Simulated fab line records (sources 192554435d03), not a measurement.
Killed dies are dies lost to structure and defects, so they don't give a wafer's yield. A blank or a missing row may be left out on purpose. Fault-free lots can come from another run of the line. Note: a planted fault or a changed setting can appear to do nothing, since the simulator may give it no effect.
fab line records	flow n5Finfet
[record] lots = 7	wafers = 21	lastDay = 15
route steps=1938 shown BEOL_M5@1133 PASSIVATION@1936
lots with no fault: from the same line, run without faults
startH: the number of hours between the record's first day and the start of the first shown wafer of the lot	waitH: hours since the lot's step before	" same as the row above	L1.1+2: several wafers, shown together as one row	- no value, or no start given	* or withheld: withheld	< > ~ a bound
route shown NAME@n: names a module that has steps shown in the file, with the first one's number in the route	usual: mean/standard deviation taken from wafers without a fault	same: alike in all rows	chamber/n: place in a boat	sites: readings site by site	_std_site: standard deviation across them	_edge_site: inner sites' mean taken away from outer sites' mean	radiusMm: for every site, how far away it sits from the centre of the wafer	mask NAME#n: copy n	behind: tool/chamber where the wafer was last shaped	hold: the reason the lot was held/the length of the hold in hours/how it ended	device: which transistor (n, p or np) failed to switch	end of line: the tests these same wafers got at the end of their route	where a step has no rows: the recipe by itself	killed: count of dies lost to structure and defects at first sort (not the wafer's yield)	map: per-die view of a wafer (x killed, . not killed, _ where there is no die)
set.NAME: setting as actually run; set.NAME@STEP: the setting as run at that earlier step	model.NAME: the simulator's own value behind a step, which no gauge read
a table for each step, a row for each wafer; lots at some steps of the route
services: a tool's chamber out of use, with start hour (startH, from the record's first day; less than 0 if before it), hours out, and reason
[[steps]]
[step N5_BEOL_M5_STRIP_63]
[recipe] chemistry = N2/H2	tempC = 40	n2FlowSccm = 200	h2FlowSccm = 200	rfFrequencyHz = 6e+07
[step N5_BEOL_M5_STRIP_73]
[recipe] chemistry = N2/H2	tempC = 40	n2FlowSccm = 200	h2FlowSccm = 200	rfFrequencyHz = 6e+07
[step N5_BEOL_M5_STRIP_64]
[recipe] chemistry = CF4	resist = SiARC	powerW = 300	biasPowerW = 75	pressureMtorr = 50	cf4FlowSccm = 150	rfFrequencyHz = 6e+07
[usual] biasPowerW = 74.98/0.24	drypumpMotorCurrentA = 5.8/0.41	oesProductAu = 0.77/0.087	rfVppV = 271.3/1.4	showerheadPlenumPTorr = 1.80/0.047	throttleValvePct = 13.6/0.32
lot.wafer	tool	chamber	startH	waitH	biasPowerW	drypumpMotorCurrentA	oesProductAu	rfHoursCounterH	rfVppV	showerheadPlenumPTorr	throttleValvePct
L906.2	rieDiel-03	0	172.12	0.0	75.45	6.1	0.75	159	273.6	1.86	13.5
L906.4	"	2	"	"	74.98	6.4	0.73	165	270.6	1.81	13.7
L906.6	"	3	"	"	75.18	6.6	0.90	-	272.4	1.88	13.3
L905.2	rieDiel-03	3	180.37	0.0	74.94	6.6	0.89	34	273.6	1.88	13.3
L905.4	"	2	"	"	74.88	6.4	0.73	167	271.9	1.80	13.7
L905.6	"	2	"	"	74.87	6.4	0.73	-	270.5	1.80	13.7
L912.4	rieDiel-03	3	227.60	0.0	74.92	6.5	0.88	47	272.4	1.88	13.3
L912.5	"	2	"	"	74.95	6.4	0.72	-	270.9	1.80	13.7
L912.6	"	1	"	"	74.66	5.7	0.71	-	269.7	1.79	13.9
L914.1	rieDiel-02	0	233.23	0.0	74.90	5.9	0.94	3	273.2	1.81	13.1
L914.4	"	2	"	"	75.02	5.9	0.72	194	272.8	1.86	13.8
L914.6	"	2	"	"	74.96	6.0	0.72	-	271.6	1.86	13.8
L913.1	rieDiel-03	0	233.45	0.0	75.00	6.1	0.74	174	272.0	1.86	13.6
L913.3	"	2	"	"	74.86	6.4	0.71	180	272.5	1.80	13.7
L913.6	"	3	"	"	74.72	6.6	0.88	-	272.1	1.88	13.3
L919.1	rieDiel-01	0	257.01	0.0	75.06	5.1	0.70	205	273.2	1.86	13.7
L919.2	"	2	"	"	75.01	5.4	0.81	94	272.8	1.80	13.7
L919.3	"	1	"	"	75.33	5.6	0.90	18	269.9	1.74	13.0
L920.3	rieDiel-01	0	258.24	0.0	74.51	5.1	0.70	205	273.5	1.86	13.7
L920.4	"	1	"	"	75.06	5.6	0.91	-	270.4	1.74	13.0
L920.6	"	2	"	"	74.91	5.4	0.81	-	271.2	1.80	13.7
[step N5_BEOL_M5_HM_OPEN_17]
[recipe] chemistry = Cl2/BCl3	targetDepthA = 200	overetchA = 60	target = TiN	maskMaterial = SOC	ionEnergyEv = 150	pressureMtorr = 10	icpW = 1000	biasW = 126	Cl2_flow_sccm = 53.25	bcl3FlowSccm = 21.75	Ar_flow_sccm = 25
[usual] drypumpMotorCurrentA = 5.8/0.42	oesProductAu = 0.69/0.065	throttleValvePct = 21.95/0.15
lot.wafer	tool	chamber	startH	waitH	drypumpMotorCurrentA	oesProductAu	rfHoursCounterH	throttleValvePct
L906.2	rieMetal-02	0	172.17	0.0	6.6	0.71	22	21.79
L906.4	"	1	"	"	5.8	0.73	-	21.96
L906.6	"	0	"	"	6.6	0.71	-	21.79
L905.2	rieMetal-03	0	180.41	0.0	5.3	0.75	18	21.83
L905.4	"	1	"	"	5.6	0.54	-	22.38
L905.6	"	0	"	"	5.3	0.74	-	21.85
L912.4	rieMetal-01	0	227.67	0.1	5.9	0.62	-	21.96
L912.5	"	1	"	"	5.5	0.77	-	21.93
L912.6	"	0	"	"	5.9	0.62	-	21.97
L914.1	rieMetal-03	0	233.27	0.0	5.3	0.72	22	21.86
L914.4	"	0	"	"	5.4	0.73	-	21.85
L914.6	"	0	"	"	5.4	0.74	-	21.86
L913.1	rieMetal-02	0	233.49	0.0	6.6	0.70	29	21.80
L913.3	"	1	"	"	5.8	0.72	-	21.98
L913.6	"	1	"	"	5.8	0.71	-	21.99
L919.1	rieMetal-02	1	257.05	0.0	5.8	0.70	22	21.99
L919.2	"	0	"	"	6.6	0.69	32	21.81
L919.3	"	1	"	"	5.8	0.71	-	22.00
L920.3	rieMetal-01	0	258.31	0.1	5.9	0.63	-	21.96
L920.4	"	1	"	"	5.6	0.76	-	21.94
L920.6	"	1	"	"	5.6	0.76	-	21.89
[step N5_BEOL_M5_STRIP_19]
[recipe] chemistry = O2	powerW = 400	tempC = 40	pressureMtorr = 30	rfFrequencyHz = 6e+07	biasPowerW = 0	overashFraction = 0.2	o2FlowSccm = 225
[usual] drypumpMotorCurrentA = 5.8/0.42	oesProductAu = 0.77/0.083	rfVppV = 3.6/0.52	showerheadPlenumPTorr = 2.13/0.06	throttleValvePct = 16.80/0.25
[same] biasPowerW = 0
lot.wafer	tool	chamber	startH	waitH	drypumpMotorCurrentA	oesProductAu	rfHoursCounterH	rfVppV	showerheadPlenumPTorr	throttleValvePct
L906.2	rieDiel-03	0	172.28	0.1	6.1	0.75	159	3.7	2.19	16.58
L906.4	"	3	"	"	6.6	0.89	32	2.5	2.24	16.47
L906.6	"	1	"	"	5.7	0.73	-	3.4	2.10	16.99
L905.2	rieDiel-02	1	180.52	0.1	5.7	0.72	191	3.7	2.02	17.09
L905.4	"	3	"	"	5.8	0.69	209	4.0	2.09	17.23
L905.6	"	0	"	"	5.9	0.68	-	3.6	2.18	17.06
L912.4	rieDiel-01	2	227.80	0.1	5.5	0.84	-	3.2	2.12	16.85
L912.5	"	1	"	"	5.6	0.94	-	3.3	2.09	16.33
L912.6	"	0	"	"	5.1	0.72	-	3.3	2.20	16.81
L914.1	rieDiel-01	1	233.38	0.1	5.6	0.93	9	3.6	2.09	16.35
L914.4	"	1	"	"	5.6	0.94	-	3.8	2.09	16.34
L914.6	"	0	"	"	5.1	0.72	-	3.4	2.20	16.80
L913.1	rieDiel-01	1	233.60	0.1	5.6	0.93	9	3.1	2.09	16.35
L913.3	"	0	"	"	5.1	0.72	195	4.5	2.20	16.80
L913.6	"	2	"	"	5.4	0.84	-	3.8	2.12	16.86
L919.1	rieDiel-02	3	257.16	0.1	5.8	0.68	233	2.9	2.08	17.26
L919.2	"	2	"	"	6.0	0.73	202	3.5	2.17	16.88
L919.3	"	1	"	"	5.7	0.70	216	3.3	2.01	17.11
L920.3	rieDiel-03	3	258.39	0.1	6.5	0.86	55	3.7	2.23	16.53
L920.4	"	1	"	"	5.7	0.72	192	3.9	2.09	17.05
L920.6	"	1	"	"	5.7	0.72	-	3.3	2.09	17.05
[step N5_BEOL_M5_CD_MEAS_18]
[recipe] pitchNm = 56	targetCdNm = 28
[usual] cdNm = 27.8/0.36
lot.wafer	tool	chamber	startH	waitH	cdNm
L906.2	cdSem-02	-	172.35	0.1	27.4
L906.4	"	-	"	"	27.5
L906.6	"	-	"	"	27.4
L905.2	cdSem-01	-	180.59	0.1	27.5
L905.4	"	-	"	"	28.1
L905.6	"	-	"	"	28.0
L912.4	cdSem-02	-	227.86	0.0	28.4
L912.5	"	-	"	"	27.8
L912.6	"	-	"	"	27.8
L914.1	cdSem-01	-	233.45	0.0	28.3
L914.4	"	-	"	"	28.5
L914.6	"	-	"	"	27.7
L913.1	cdSem-02	-	233.67	0.0	27.4
L913.3	"	-	"	"	27.5
L913.6	"	-	"	"	28.0
L919.1	cdSem-01	-	257.23	0.0	28.1
L919.2	"	-	"	"	27.3
L919.3	"	-	"	"	28.6
L920.3	cdSem-02	-	258.46	0.1	28.2
L920.4	"	-	"	"	28.5
L920.6	"	-	"	"	27.7
[step N5_BEOL_M5_COAT_65]
[recipe] resist = SOC	tempC = 250	timeS = 60	spinRpm = 1500	resistThkNm = 60
[step N5_BEOL_M5_COAT_66]
[recipe] resist = SiARC	tempC = 220	timeS = 60	spinRpm = 1500	resistThkNm = 12
[step N5_BEOL_M5_COAT_74]
[recipe] resist = underlayer	tempC = 205	timeS = 60	spinRpm = 1500	resistThkNm = 5
[step N5_BEOL_M5_COAT_22]
[recipe] resist = CAR-EUV	spinRpm = 1500	resistThkNm = 30
[step N5_BEOL_M5_EBR_24]
[recipe] solvent = PGMEA	ebrWidthMm = 1.5
[step N5_BEOL_M5_SOFTBAKE_23]
[recipe] tempC = 110	timeS = 60	resist = CAR-EUV
[step N5_BEOL_M5_EXPOSE_25]
[recipe] maskId = V4	na = 0.33	sourceShape = quasar	sigmaInner = 0.2	sigmaOuter = 0.6	polarization = unpolarized	defocusNm = 10	doseMj = 52.75
lot.wafer	tool	chamber	startH	waitH	mask	model.BEOL_M5.overlayXNm
L906.2+4+6	euvScanner-02	0	172.67	-	V4#0	-0.2
L905.2+4+6	euvScanner-01	0	181.76	-	V4#0	0.2
L912.4+5+6	euvScanner-01	0	229.47	-	V4#0	4.6
L914.1+4+6	euvScanner-01	0	233.71	-	V4#0	4
L913.1+3+6	euvScanner-01	0	233.87	-	V4#0	4.4
L919.1+2+3	euvScanner-02	0	257.87	-	V4#0	1
L920.3+4+6	euvScanner-02	0	258.91	-	V4#0	-0.6
[step N5_BEOL_M5_PEB_26]
[recipe] pebTempC = 100	pebTimeS = 60	resist = CAR-EUV
[step N5_BEOL_M5_DEVELOP_27]
[recipe] developTimeS = 30	developer = TMAH	resist = CAR-EUV	rinseLiquid = surfactantRinse	dry = airSpin	devTempC = 23
[step N5_BEOL_M5_CD_MEAS_28]
[recipe] targetCdNm = 30.6	landingEnergyEv = 500	detector = seInlens	targetCdYNm = 20	polarity = opening
[usual] cdNm = 30.45/0.28
lot.wafer	tool	chamber	startH	waitH	cdNm
L906.2	cdSem-02	0	172.81	-	31.00
L906.4	"	0	"	"	30.40
L906.6	"	0	"	"	30.87
L905.2	cdSem-03	0	181.89	-	30.36
L905.4	"	0	"	"	30.13
L905.6	"	0	"	"	30.35
L912.4	cdSem-03	0	229.58	-	30.94
L912.5	"	0	"	"	30.76
L912.6	"	0	"	"	30.46
L914.1	cdSem-01	0	233.85	-	30.29
L914.4	"	0	"	"	30.55
L914.6	"	0	"	"	30.46
L913.1	cdSem-02	0	234.01	-	30.83
L913.3	"	0	"	"	30.84
L913.6	"	0	"	"	30.80
L919.1	cdSem-02	0	258.01	-	30.49
L919.2	"	0	"	"	30.32
L919.3	"	0	"	"	30.65
L920.3	cdSem-01	0	259.04	-	30.16
L920.4	"	0	"	"	30.51
L920.6	"	0	"	"	30.35
[step N5_BEOL_M5_OVL_MEAS_29]
[recipe] pointsPerWafer = 522
[usual] V4_OVL = -0.4/0.71
lot.wafer	tool	chamber	startH	waitH	V4_OVL[nm]
L906.2	overlay-01	0	172.84	0.0	-0.8
L906.4	"	0	"	"	-0.5
L906.6	"	0	"	"	-0.7
L905.2	overlay-01	0	181.93	0.0	-0.8
L905.4	"	0	"	"	0.7
L905.6	"	0	"	"	-0.1
L912.4	overlay-01	0	229.63	0.0	4.3
L912.5	"	0	"	"	4.5
L912.6	"	0	"	"	4.6
L914.1	overlay-02	0	233.88	0.0	4.5
L914.4	"	0	"	"	2.9
L914.6	"	0	"	"	2.9
L913.1	overlay-02	0	234.04	0.0	3.9
L913.3	"	0	"	"	4.0
L913.6	"	0	"	"	4.3
L919.1	overlay-01	0	258.04	0.0	0.8
L919.2	"	0	"	"	0.3
L919.3	"	0	"	"	0.8
L920.3	overlay-01	0	259.08	0.0	-0.6
L920.4	"	0	"	"	-0.6
L920.6	"	0	"	"	-1.1
[step N5_BEOL_M5_INSPECT_30]
[recipe] mode = adi	inspectInstrument = brightfield
[usual] rawDefectCount = 443/110
lot.wafer	tool	chamber	startH	waitH	rawDefectCount
L906.2	defectInspect-01	-	172.90	0.0	499
L906.4	"	-	"	"	603
L906.6	"	-	"	"	447
L905.2	defectInspect-01	-	181.98	0.0	505
L905.4	"	-	"	"	519
L905.6	"	-	"	"	646
L912.4	defectInspect-01	-	229.67	0.0	308
L912.5	"	-	"	"	400
L912.6	"	-	"	"	446
L914.1	defectInspect-01	-	234.93	1.0	467
L914.4	"	-	"	"	458
L914.6	"	-	"	"	467
L913.1	defectInspect-01	-	234.94	0.9	541
L913.3	"	-	"	"	469
L913.6	"	-	"	"	458
L919.1	defectInspect-01	-	258.10	0.1	370
L919.2	"	-	"	"	308
L919.3	"	-	"	"	457
L920.3	defectInspect-01	-	259.13	0.0	482
L920.4	"	-	"	"	495
L920.6	"	-	"	"	484
[step N5_PASSIVATION_PROBE_49]
[usual] defectLimitedYield = 91.4/1.5	killed_at_M0_to_M3 = 36/11	killed_at_M4_up = 14/6	killedAtContacts = 11/6	killedAtFrontEnd = 37/11	killedAtOther = 4/3.4	killedDies = 102/18	killedOpen = 66/13	killedShort = 34/7.8	sort_bin_5_function = 5.0/0.97	sort_bin_6_memory = 3.2/0.7	sort_bin_8_speed = 0.0/0.38	sortNPass = 1078/19	sortYieldPct = 91.3/1.6
[same] grossDies = 1180	killedAtBackSide = 0	sort_bin_4_leakage[%] = 0
lot.wafer	tool	chamber	startH	waitH	defectLimitedYield[%]	killed_at_M0_to_M3	killed_at_M4_up	killedAtContacts	killedAtFrontEnd	killedAtOther	killedDies	killedOpen	killedShort	sort_bin_5_function[%]	sort_bin_6_memory[%]	sort_bin_8_speed[%]	sortNPass	sortYieldPct[%]
L914.1	prober-01	-	332.17	0.0	88.6	45	20	10	58	2	135	89	46	7.1	3.8	0	1045	88.6
L914.4	prober-01	-	332.32	0.2	91.1	50	9	8	37	1	105	70	31	4.7	3.6	0	1075	91.1
L914.6	prober-01	-	332.42	0.3	92.2	54	9	5	21	3	92	61	29	4.8	2.6	0	1088	92.2
// killed by level:class
L914.1 FIN_SAQP:geometricParticle:open=15 BEOL_M0_SAQP:geometricParticle:short=13 FIN_SAQP:geometricParticle:short=12 BEOL_M1:geometricParticle:open=11 STI_FIN_REVEAL:geometricParticle:open=9 MOL_CONTACT_COAG:geometricParticle:open=9 BEOL_M2:geometricParticle:open=9 BEOL_M8:geometricParticle:open=8
L914.4 BEOL_M1:geometricParticle:open=23 BEOL_M0_SAQP:geometricParticle:short=12 FIN_SAQP:geometricParticle:open=9 MOL_CONTACT_COAG:geometricParticle:open=8 BEOL_M0_SAQP:geometricParticle:open=8 GATE_CUT:geometricParticle:open=5 GATE_CUT:geometricParticle:short=5 STI_FIN_REVEAL:geometricParticle:open=3
L914.6 BEOL_M1:geometricParticle:open=15 BEOL_M0_SAQP:geometricParticle:open=12 BEOL_M0_SAQP:geometricParticle:short=8 FIN_SAQP:geometricParticle:open=6 STI_FIN_REVEAL:geometricParticle:open=5 BEOL_M3:geometricParticle:short=5 MOL_CONTACT_COAG:geometricParticle:open=4 BEOL_M2:geometricParticle:open=4
[[services]]
tool	chamber	startH	hours	kind
rieMetal-01	1	155.69	-	clean
rieMetal-01	1	155.69	22.2	scheduledDown
rieMetal-02	-	156.51	1.4	pm
rieDiel-03	-	160.73	0.5	repair
euvScanner-02	-	176.76	1.0	pm
rieDiel-01	1	187.49	-	clean
rieDiel-01	1	187.49	-	consumableReplace:focusRing
rieDiel-01	1	187.49	23.4	scheduledDown
rieDiel-01	1	187.49	23.4	ventCycle
euvScanner-01	-	188.86	1.0	pm
rieDiel-03	-	198.08	1.1	repair
rieDiel-03	-	199.54	2.6	repair
euvScanner-01	-	200.38	4.6	pm
rieDiel-02	0	201.57	-	clean
rieDiel-02	0	201.57	-	consumableReplace:focusRing
rieDiel-02	0	201.57	21.2	scheduledDown
rieDiel-02	0	201.57	21.2	ventCycle
euvScanner-02	0	205.81	-	calibration
rieDiel-01	3	213.02	48.6	repair
rieDiel-03	0	216.61	2.9	repair
euvScanner-02	-	227.74	1.8	repair
rieMetal-03	-	228.42	2.8	pm
euvScanner-02	-	232.91	1.0	pm
euvScanner-01	-	245.01	1.0	pm
[[key]]
[firstSign] step = N5_BEOL_M5_OVL_MEAS_29	reading = V4_OVL	direction = up	sigmas = 6.2	usual = -0.4	struck = 4.0
effect none on later readings
[modelEffect] step = N5_BEOL_M5_EXPOSE_25	value = BEOL_M5.overlayXNm	without = 0.06667	struck = 4.333
metAt N5_BEOL_M5_EXPOSE_25
struckWafers L912.4,L912.5,L912.6,L913.1,L913.3,L913.6,L914.1,L914.4,L914.6
rowsEnd L912.4,L912.5,L912.6,L913.1,L913.3,L913.6
onsetBetween 181.76 229.47
alsoFits N5_BEOL_M5_STRIP_19:rieDiel-01
[fault] kind = scannerMatchingOverlay	tool = euvScanner-01	chamber = -	onsetH = 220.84	steps = N5_BEOL_M5_EXPOSE_25	offset = 4.2847
// rowsEnd: these wafers met a further fault down the route, and their rows from its step on are left out
